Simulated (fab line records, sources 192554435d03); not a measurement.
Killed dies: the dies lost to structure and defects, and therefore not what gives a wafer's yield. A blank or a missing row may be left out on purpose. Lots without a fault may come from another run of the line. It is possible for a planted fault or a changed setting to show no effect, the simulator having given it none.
Split-lot study ; flow n5_finfet ; 7 lots, 39 wafers read, on a route of 1938 steps

== THE SPLIT ==
At N5_DUMMY_GATE_ETCH_42 (etches SiO2 in CHF3/O2, target depth 3.5 nm, time 31 s), the setting bias_w was moved away from the recipe's 12 W on 15 of the 39 wafers read, by -4.8% to +17.9%. All remaining wafers had this setting at the recipe value.

The reading is taken at the split's own step.

== THE READING ==
rf_vpp_V, in V, at N5_DUMMY_GATE_ETCH_42 (etches SiO2 in CHF3/O2, target depth 3.5 nm, time 31 s). Typical for fault-free wafers on this fab line: 42.1 V, with standard deviation 0.92 V.

wafer;tool, chamber at the split;bias_w as run, W;against the recipe;rf_vpp_V, V;against lot-mates on the recipe
L074.1;rie_diel-05, 0;12;recipe;41.7;-
L074.2;rie_diel-05, 1;12;recipe;43.2;-
L074.5;rie_diel-05, 1;12;recipe;41.8;-
L076.1;rie_diel-05, 2;12;recipe;42.0;-
L076.2;rie_diel-05, 0;12;recipe;40.4;-
L076.3;rie_diel-05, 3;12.63;+5.2%;43.2;+1.9
L076.4;rie_diel-05, 1;12.63;+5.2%;44.3;+3.0
L076.5;rie_diel-05, 2;12.63;+5.2%;44.8;+3.5
L076.6;rie_diel-05, 3;12;recipe;41.4;-
L083.1;rie_diel-01, 2;12;recipe;43.8;-
L083.2;rie_diel-01, 1;12;recipe;42.1;-
L083.3;rie_diel-01, 0;12;recipe;41.0;-
L083.4;rie_diel-01, 3;12;recipe;41.7;-
L083.5;rie_diel-01, 2;12;recipe;41.4;-
L083.6;rie_diel-01, 1;12;recipe;41.8;-
L086.1;rie_diel-01, 0;12.85;+7.1%;42.8;+0.6
L086.2;rie_diel-01, 1;12.85;+7.1%;44.0;+1.8
L086.3;rie_diel-01, 3;12;recipe;42.2;-
L086.4;rie_diel-01, 2;12;recipe;42.0;-
L086.5;rie_diel-01, 3;12;recipe;42.3;-
L086.6;rie_diel-01, 2;12.85;+7.1%;44.0;+1.8
L090.1;rie_diel-06, 0;11.42;-4.8%;41.0;-1.1
L090.2;rie_diel-06, 1;12;recipe;41.7;-
L090.3;rie_diel-06, 3;12;recipe;41.7;-
L090.4;rie_diel-06, 2;12;recipe;43.0;-
L090.5;rie_diel-06, 2;11.42;-4.8%;40.2;-1.9
L090.6;rie_diel-06, 3;11.42;-4.8%;41.9;-0.2
L091.1;rie_diel-01, 3;12;recipe;42.4;-
L091.2;rie_diel-01, 1;12;recipe;43.1;-
L091.3;rie_diel-01, 0;13.42;+11.8%;45.0;+2.6
L091.4;rie_diel-01, 2;13.42;+11.8%;44.7;+2.3
L091.5;rie_diel-01, 2;13.42;+11.8%;44.3;+1.9
L091.6;rie_diel-01, 3;12;recipe;41.6;-
L096.1;rie_diel-06, 0;14.15;+17.9%;47.6;+5.6
L096.2;rie_diel-06, 2;12;recipe;41.9;-
L096.3;rie_diel-06, 3;12;recipe;41.8;-
L096.4;rie_diel-06, 1;12;recipe;42.2;-
L096.5;rie_diel-06, 2;14.15;+17.9%;46.8;+4.8
L096.6;rie_diel-06, 3;14.15;+17.9%;47.4;+5.4

FIT RESULTS
A straight line over all 39 wafers: rf_vpp_V changes by +0.268 V for each +1% of bias_w; r = +0.91; the points scatter about the line by 0.73 V.
The same after taking each lot's own level away (the mean of its wafers on the recipe; 39 wafers): +0.267 V for each +1%; r = +0.90; scatter 0.8 V.
The reading moves by 4.8 V for the largest change in bias_w, on that fit.
From 41.27 to 42.37 V: that is the span of the lots' own levels, equal to 1.2 times the standard deviation above.
The two slopes are in agreement: the lot-to-lot level therefore moves the slope only a little.
Check: for one of the wafers moved furthest among these (+17.9%), held out of the fit, the line's prediction against its lot-mates is +4.66 V. Against them it came out at +5.63 V.
Tool readings at the split's step, against how far the setting was moved: rf_vpp_V r = +0.91.

== OTHER SPLITS ON THESE WAFERS ==
Note: prior to the reading, these wafers also went through further splits. Each is held against what the fit with the lots' levels taken away leaves over:
other split on the same wafers;wafers away from the commonest value;r with rf_vpp_V (lot level and that fit taken away)
N5_WELL_APT_EPI_41 target_thk_a;12;-0.01
N5_FIN_CUT_CUT_ETCH_15 target_depth_a;9;+0.03
N5_DUMMY_GATE_ETCH_44 target_depth_a;15;-0.10

== THE FILE'S OWN FIT ==
rf_vpp_V changes by +0.272 V for each +1% of bias_w, r = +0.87.
